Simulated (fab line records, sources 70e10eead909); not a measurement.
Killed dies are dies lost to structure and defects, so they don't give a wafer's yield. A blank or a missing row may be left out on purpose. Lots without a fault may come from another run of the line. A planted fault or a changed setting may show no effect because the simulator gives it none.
Which tool did it? | flow nand_harc | 24 lots, 72 wafers sampled, at 6 steps of a route of 1302

WHAT THE GAUGES READ, wafer by wafer
NHARC_A_SGD_CUT_THK_MEAS_22: measures by ellipsometry.
lot  | measured     | on            | thk_nm (nm)
L075 | day 19 23:15 | film_metro-01 | 145.3 149.4 149.1
L074 | day 19 23:15 | film_metro-01 | 146.9 150.2 147.8
L076 | day 20 04:22 | film_metro-01 | 146.4 147.2 146.7
L077 | day 20 17:45 | film_metro-02 | 148.3 148.7 146.9
L078 | day 20 17:45 | film_metro-02 | 149.6 149.9 148.7
L079 | day 21 12:02 | film_metro-02 | 146.9 147.6 150.3
L081 | day 22 12:57 | film_metro-02 | 147.9 147.5 147.4
L080 | day 22 12:58 | film_metro-01 | 149.5 149.4 150.1
L082 | day 22 23:28 | film_metro-01 | 148.7 150.0 150.6
L083 | day 23 10:43 | film_metro-02 | 147.9 145.8 148.4
L084 | day 23 10:43 | film_metro-01 | 148.6 149.9 148.6
L085 | day 24 09:19 | film_metro-02 | 149.5 150.6 147.7
L086 | day 24 09:19 | film_metro-01 | 150.0 147.6 147.0
L087 | day 25 18:20 | film_metro-02 | 144.4 146.9 147.8
L090 | day 25 18:21 | film_metro-02 | 146.9 146.5 144.9
L089 | day 26 01:48 | film_metro-02 | 148.9 150.9 149.5
L088 | day 26 01:47 | film_metro-01 | 148.2 149.2 148.1
L092 | day 26 07:50 | film_metro-02 | 148.0 147.8 147.9
L091 | day 26 07:50 | film_metro-01 | 149.9 147.4 148.0
L094 | day 27 14:58 | film_metro-02 | 149.0 148.1 148.4
L093 | day 27 14:57 | film_metro-02 | 150.6 149.3 147.2
L095 | day 28 14:42 | film_metro-02 | 149.8 147.1 150.8
L096 | day 28 18:47 | film_metro-02 | 148.1 146.2 149.1
L097 | day 29 23:06 | film_metro-01 | 148.9 147.1 146.4

NHARC_A_CONTACT_INSPECT_71.
lot  | measured     | on                | raw_defect_count
L075 | day 22 06:20 | defect_inspect-01 | 29 47 35
L074 | day 22 11:11 | defect_inspect-02 | 80 106 96
L076 | day 22 13:00 | defect_inspect-01 | 66 69 68
L077 | day 23 03:44 | defect_inspect-02 | 98 108 100
L078 | day 23 05:07 | defect_inspect-02 | 111 111 126
L079 | day 24 00:43 | defect_inspect-01 | 47 65 68
L081 | day 24 21:28 | defect_inspect-01 | 126 99 97
L080 | day 24 21:30 | defect_inspect-02 | 64 67 88
L082 | day 25 10:23 | defect_inspect-02 | 101 136 117
L083 | day 26 03:05 | defect_inspect-01 | 64 69 59
L084 | day 26 00:38 | defect_inspect-01 | 127 109 111
L085 | day 26 22:52 | defect_inspect-01 | 77 94 78
L086 | day 27 02:22 | defect_inspect-02 | 67 78 78
L087 | day 28 01:32 | defect_inspect-01 | 100 94 105
L090 | day 28 01:20 | defect_inspect-02 | 14 26 30
L089 | day 28 16:50 | defect_inspect-01 | 88 101 85
L088 | day 28 14:14 | defect_inspect-02 | 127 91 106
L092 | day 28 19:28 | defect_inspect-02 | 108 127 128
L091 | day 29 02:26 | defect_inspect-01 | 64 50 52
L094 | day 29 22:35 | defect_inspect-01 | 81 61 81
L093 | day 29 23:10 | defect_inspect-01 | 76 78 80
L095 | day 30 22:37 | defect_inspect-02 | 22 19 19
L096 | day 31 18:49 | defect_inspect-01 | 125 134 125
L097 | day 32 12:02 | defect_inspect-01 | 116 122 98

WHICH TOOL RAN EACH LOT (tool, then ch and the chambers of the sampled wafers, then the start)
lot  | NHARC_A_SGD_CUT_CMP_21        | NHARC_A_WL_FILL_STRIP_27             | NHARC_A_CONTACT_ETCH_118             | NHARC_A_CONTACT_ETCH_123
L075 | cmp-02 ch 0,2,3, day 19 22:59 | plasma_asher-02 ch 0,1, day 20 20:20 | har_cap_etch-02 ch 0,1, day 21 22:53 | har_cap_etch-02 ch 0,1, day 21 23:44
L074 | cmp-01 ch 0,1, day 19 22:59   | plasma_asher-02 ch 0, day 20 23:53   | har_cap_etch-03 ch 0,1, day 22 04:14 | har_cap_etch-03 ch 0,1, day 22 05:10
L076 | cmp-01 ch 0,1,2, day 20 04:08 | plasma_asher-02 ch 0,1, day 21 04:03 | har_cap_etch-02 ch 0,1, day 22 05:58 | har_cap_etch-02 ch 0,1, day 22 06:53
L077 | cmp-02 ch 1,2, day 20 17:30   | plasma_asher-01 ch 0, day 21 15:59   | har_cap_etch-03 ch 1, day 22 20:13   | har_cap_etch-03 ch 1, day 22 21:07
L078 | cmp-04 ch 0,1, day 20 17:30   | plasma_asher-02 ch 0, day 21 15:50   | har_cap_etch-01 ch 0,1, day 22 19:47 | har_cap_etch-01 ch 0,1, day 22 20:56
L079 | cmp-01 ch 0,3, day 21 11:47   | plasma_asher-02 ch 0,1, day 22 09:40 | har_cap_etch-01 ch 0,1, day 23 16:46 | har_cap_etch-01 ch 0,1, day 23 17:44
L081 | cmp-04 ch 1,2,3, day 22 12:41 | plasma_asher-01 ch 0,1, day 23 11:48 | har_cap_etch-02 ch 0,1, day 24 13:16 | har_cap_etch-02 ch 0,1, day 24 14:07
L080 | cmp-02 ch 0,3, day 22 12:43   | plasma_asher-02 ch 0,1, day 23 11:47 | har_cap_etch-01 ch 0, day 24 13:29   | har_cap_etch-01 ch 0, day 24 14:20
L082 | cmp-02 ch 0,2,3, day 22 23:16 | plasma_asher-01 ch 0,1, day 24 00:54 | har_cap_etch-01 ch 0,1, day 25 01:55 | har_cap_etch-01 ch 0,1, day 25 02:46
L083 | cmp-01 ch 0,2,3, day 23 10:28 | plasma_asher-02 ch 0,1, day 24 09:09 | har_cap_etch-03 ch 0,1, day 25 18:08 | har_cap_etch-03 ch 0,1, day 25 19:17
L084 | cmp-04 ch 0,1,2, day 23 10:31 | plasma_asher-01 ch 0,1, day 24 08:49 | har_cap_etch-02 ch 0,1, day 25 16:49 | har_cap_etch-02 ch 0,1, day 25 17:58
L085 | cmp-01 ch 1,3, day 24 09:04   | plasma_asher-02 ch 0,1, day 25 06:54 | har_cap_etch-01 ch 0,1, day 26 07:36 | har_cap_etch-01 ch 0,1, day 26 08:34
L086 | cmp-02 ch 2,3, day 24 09:05   | plasma_asher-01 ch 0,1, day 25 06:43 | har_cap_etch-02 ch 0,1, day 26 08:33 | har_cap_etch-02 ch 0,1, day 26 09:55
L087 | cmp-01 ch 0,2,3, day 25 18:08 | plasma_asher-01 ch 0,1, day 26 14:38 | har_cap_etch-01 ch 0,1, day 27 16:06 | har_cap_etch-01 ch 0,1, day 27 16:58
L090 | cmp-02 ch 1,2,3, day 25 18:08 | plasma_asher-02 ch 0,1, day 26 14:40 | har_cap_etch-03 ch 0,1, day 27 16:03 | har_cap_etch-03 ch 0,1, day 27 17:05
L089 | cmp-04 ch 0,2,3, day 26 01:36 | plasma_asher-02 ch 0,1, day 27 03:44 | har_cap_etch-02 ch 0,1, day 28 08:42 | har_cap_etch-02 ch 0,1, day 28 09:34
L088 | cmp-01 ch 0,2,3, day 26 01:36 | plasma_asher-01 ch 0,1, day 27 01:20 | har_cap_etch-01 ch 0,1, day 28 06:17 | har_cap_etch-01 ch 0,1, day 28 07:16
L092 | cmp-02 ch 1,2,3, day 26 07:35 | plasma_asher-01 ch 0,1, day 27 09:14 | har_cap_etch-01 ch 0,1, day 28 12:15 | har_cap_etch-01 ch 0,1, day 28 13:10
L091 | cmp-01 ch 1,2,3, day 26 07:36 | plasma_asher-01 ch 0,1, day 27 13:53 | har_cap_etch-03 ch 0,1, day 28 14:40 | har_cap_etch-03 ch 0,1, day 28 15:31
L094 | cmp-02 ch 0,1,2, day 27 14:42 | plasma_asher-01 ch 0,1, day 28 11:20 | har_cap_etch-01 ch 0,1, day 29 15:26 | har_cap_etch-01 ch 0,1, day 29 16:21
L093 | cmp-01 ch 0,2,3, day 27 14:42 | plasma_asher-02 ch 0,1, day 28 11:01 | har_cap_etch-03 ch 0,1, day 29 15:51 | har_cap_etch-03 ch 0,1, day 29 16:46
L095 | cmp-02 ch 0,1,3, day 28 14:28 | plasma_asher-01 ch 0,1, day 29 11:34 | har_cap_etch-01 ch 0,1, day 30 15:32 | har_cap_etch-01 ch 0,1, day 30 16:23
L096 | cmp-04 ch 1,2,3, day 28 18:32 | plasma_asher-01 ch 0,1, day 29 22:55 | har_cap_etch-01 ch 0,1, day 31 11:40 | har_cap_etch-01 ch 0,1, day 31 12:31
L097 | cmp-01 ch 0,2, day 29 22:52   | plasma_asher-02 ch 0,1, day 30 23:35 | har_cap_etch-02 ch 0, day 31 23:59   | har_cap_etch-02 ch 0, day 32 00:55
- NHARC_A_SGD_CUT_CMP_21: polishes, target thk 148.19 nm.
- NHARC_A_WL_FILL_STRIP_27: strips in N2/H2, time 20 s.
- NHARC_A_CONTACT_ETCH_118: etches the open film in C4F8/O2/Ar, time 190 s, target depth 1850 nm.
- NHARC_A_CONTACT_ETCH_123: etches the open film in C4F8/O2/Ar, time 490 s, target depth 2110 nm.

WHAT THE TOOLS THEMSELVES READ (means of the sampled wafers that have a number; where no wafer has one, the mark that the record gives instead)
NHARC_A_SGD_CUT_CMP_21.
lot  | tool   | edge_zone_pressure_frac | motor_current_A (A) | time_to_endpoint_s (s)
L075 | cmp-02 | 0.994                   | 12.0                | 52
L074 | cmp-01 | 1.007                   | 10.8                | 52
L076 | cmp-01 | 1.000                   | 10.5                | 51
L077 | cmp-02 | 1.001                   | 11.8                | 50
L078 | cmp-04 | 1.002                   | 12.9                | 55
L079 | cmp-01 | 1.003                   | 11.4                | 51
L081 | cmp-04 | 1.001                   | 11.9                | 51
L080 | cmp-02 | 1.003                   | 10.5                | 55
L082 | cmp-02 | 0.994                   | 11.4                | 54
L083 | cmp-01 | 1.005                   | 10.7                | 50
L084 | cmp-04 | 1.002                   | 13.1                | 50
L085 | cmp-01 | 1.001                   | 11.1                | 52
L086 | cmp-02 | 1.001                   | 11.8                | 51
L087 | cmp-01 | 0.993                   | 10.6                | 47
L090 | cmp-02 | 1.000                   | 11.6                | 47
L089 | cmp-04 | 0.998                   | 12.0                | 55
L088 | cmp-01 | 1.002                   | 11.2                | 46
L092 | cmp-02 | 1.005                   | 11.6                | 48
L091 | cmp-01 | 1.004                   | 11.0                | 47
L094 | cmp-02 | 0.998                   | 11.1                | 51
L093 | cmp-01 | 0.999                   | 11.3                | 46
L095 | cmp-02 | 1.003                   | 10.6                | 52
L096 | cmp-04 | 0.999                   | 12.1                | 51
L097 | cmp-01 | 1.003                   | 10.4                | 52

NHARC_A_WL_FILL_STRIP_27.
lot  | tool            | drypump_motor_current_A (A) | heater_power_w (W)
L075 | plasma_asher-02 | 6.4                         | 289
L074 | plasma_asher-02 | 6.1                         | 324
L076 | plasma_asher-02 | 6.4                         | 292
L077 | plasma_asher-01 | 6.3                         | 314
L078 | plasma_asher-02 | 6.1                         | 319
L079 | plasma_asher-02 | 6.4                         | 294
L081 | plasma_asher-01 | 5.8                         | 317
L080 | plasma_asher-02 | 6.3                         | 305
L082 | plasma_asher-01 | 5.4                         | 321
L083 | plasma_asher-02 | 6.3                         | 303
L084 | plasma_asher-01 | 5.4                         | 324
L085 | plasma_asher-02 | 6.4                         | 289
L086 | plasma_asher-01 | 5.4                         | 321
L087 | plasma_asher-01 | 5.8                         | 314
L090 | plasma_asher-02 | 6.4                         | 290
L089 | plasma_asher-02 | 6.3                         | 305
L088 | plasma_asher-01 | 5.8                         | 309
L092 | plasma_asher-01 | 5.4                         | 324
L091 | plasma_asher-01 | 5.8                         | 310
L094 | plasma_asher-01 | 5.4                         | 321
L093 | plasma_asher-02 | 6.4                         | 289
L095 | plasma_asher-01 | 5.8                         | 309
L096 | plasma_asher-01 | 5.4                         | 327
L097 | plasma_asher-02 | 6.4                         | 292

THE ANSWER, worked out from the rows above alone
Rule: what is usual is taken from the lots themselves. Put in order of their means at a reading, lots are off if they are a third of the lots or fewer, leave a main group of 4 or more, and stand apart from it by a gap of 3 or more times the standard deviation of the main group's means; of several such gaps the widest counts. A main group whose means are all the same, to the digits that the tables above print for the reading, isn't used. A lot without any number at a reading at which 4 lots or more have one is off too. The other lots that the step has rows for count as sound. The gauges are gone through in route order, then the tools' own readings, and for those a lot's mean is taken as printed above. The first step at which some lot is off is used, and at that step the reading that is off furthest; a lot without a number counts as furthest.
No lot is off at any reading shown: from this, nothing can be told.

WHAT THE SIMULATOR HAD PUT IN
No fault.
